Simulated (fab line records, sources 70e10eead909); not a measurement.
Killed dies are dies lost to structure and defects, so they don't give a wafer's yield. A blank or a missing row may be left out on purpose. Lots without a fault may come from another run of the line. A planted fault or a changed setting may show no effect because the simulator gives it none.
A struck lot beside a sound one | flow nand_harc | 15 steps out of a route of 1302
Sound: wafers L575.1, L575.2, L575.4. Struck: wafers L580.1, L580.2. (L580.5 of the same lot was not struck and is left out.) The cause comes at the end.
At each step with rows: each side's tool, then ch and its chambers, then its first start. Under that, the readings that differ: sound wafers | struck wafers | difference of the means | sigmas: that difference in standard deviations of wafers without a fault.
alike: readings whose means differ by less than 2 such deviations, and words and numbers that are the same on both sides. not compared: withheld readings, readings that some wafer has no value for, bounds like >300 that may hide the same value, and numbers for which the record gives no deviation and whose values overlap.
The two part at a step that has a row with sigmas, a row that says differs or no value, or rows on one side only. Numbers that don't overlap but have no deviation are shown without sigmas and don't part them. A reading that every wafer of one side lacks parts them only if that side has two wafers or more.

NHARC_A_M1_OVL_MEAS_10: pitch 240 nm.
  sound on overlay-02, day 23 18:41; struck on overlay-02, day 25 15:29
  alike: overlay_x_nm, overlay_y_nm
NHARC_A_M1_INSPECT_11:
  sound on defect_inspect-01, day 23 18:43; struck on defect_inspect-01, day 25 15:31
  reading          | sound    | struck  | difference | sigmas
  raw_defect_count | 13 26 17 | 127 120 | +105       | +3
NHARC_A_M1_DESCUM_14: chemistry O2, time 3 s.
  sound on rie_diel-03 ch 1,2,3, day 23 18:47; struck on rie_diel-06 ch 0,3, day 25 15:35
  alike: drypump_motor_current_A, oes_product_au, rf_vpp_V, showerhead_plenum_p_Torr, throttle_valve_pct
  not compared: rf_hours_counter_h
NHARC_A_M1_ETCH_35: etches the open film in N2/H2, target depth 40 nm, overetch 12 nm, time 43.94 s.
  sound on rie_diel-03 ch 0,1,3, day 23 18:52; struck on rie_diel-06 ch 0,2, day 25 15:40
  alike: drypump_motor_current_A, oes_product_au, rf_vpp_V, showerhead_plenum_p_Torr, throttle_valve_pct
  not compared: rf_hours_counter_h
then, 1 step without rows for these wafers: NHARC_A_M1_ETCH_15 (etches the open film in C4F8/Ar, target depth 182.5 nm, time 91.2 s).
NHARC_A_M1_CD_MEAS_16:
  sound on cd_sem-03, day 23 19:05; struck on cd_sem-02, day 25 15:53
  alike: cd_nm
NHARC_A_M1_STRIP_18: strips in N2/H2.
  sound on rie_diel-06 ch 0,1,2, day 23 19:11; struck on rie_diel-03 ch 1,3, day 25 15:58
  reading                | sound       | struck  | difference | sigmas
  rf_hours_counter_h (h) | 1.7 2.2 1.6 | 5.4 4.6 | +3.2       |
  alike: drypump_motor_current_A, oes_product_au, rf_vpp_V, showerhead_plenum_p_Torr, throttle_valve_pct
NHARC_A_M1_ETCH_28: etches the open film in CF4/N2, target depth 30 nm, time 72.99 s.
  sound on rie_diel-06 ch 1,2,3; struck on rie_diel-03 ch 2,3
  reading                | sound       | struck  | difference | sigmas
  rf_hours_counter_h (h) | 2.2 1.7 2.3 | 5.6 5.4 | +3.4       |
  alike: drypump_motor_current_A, oes_product_au, rf_vpp_V, showerhead_plenum_p_Torr, throttle_valve_pct
then, 2 steps without rows for these wafers: NHARC_A_M1_STRIP_19 (strips in post etch residue remover, time 600 s); NHARC_A_M1_DEGAS_29 (time 60 s).
NHARC_A_M1_PRE_CLEAN_30: time 30 s.
  sound on pvd_sputter-01; struck on pvd_sputter-01
  alike: heater_power_w
then, 1 step without rows for these wafers: NHARC_A_M1_PVD_20 (deposits TaN, target thk 5 nm, time 8.06 s).
NHARC_A_M1_PVD_21: deposits Cu, target thk 30 nm, time 20.49 s.
  sound on pvd_sputter-01, day 23 20:01; struck on pvd_sputter-01, day 25 16:50
  reading    | sound             | struck        | difference | sigmas
  time_s (s) | 20.49 20.49 20.49 | 15.973 15.973 | -4.517     |
  alike: throttle_valve_pct
then, 1 step without rows for these wafers: NHARC_A_M1_ECD_22 (material Cu, target thk 400 nm).
NHARC_END_SORT_01:
  the record has rows for the sound wafers here (prober-02 ch 0, day 25 04:01) and none for the struck ones

WHERE THEY PART
First at NHARC_A_M1_INSPECT_11; last, within this record, at NHARC_END_SORT_01.

WHY: what the simulator had put in
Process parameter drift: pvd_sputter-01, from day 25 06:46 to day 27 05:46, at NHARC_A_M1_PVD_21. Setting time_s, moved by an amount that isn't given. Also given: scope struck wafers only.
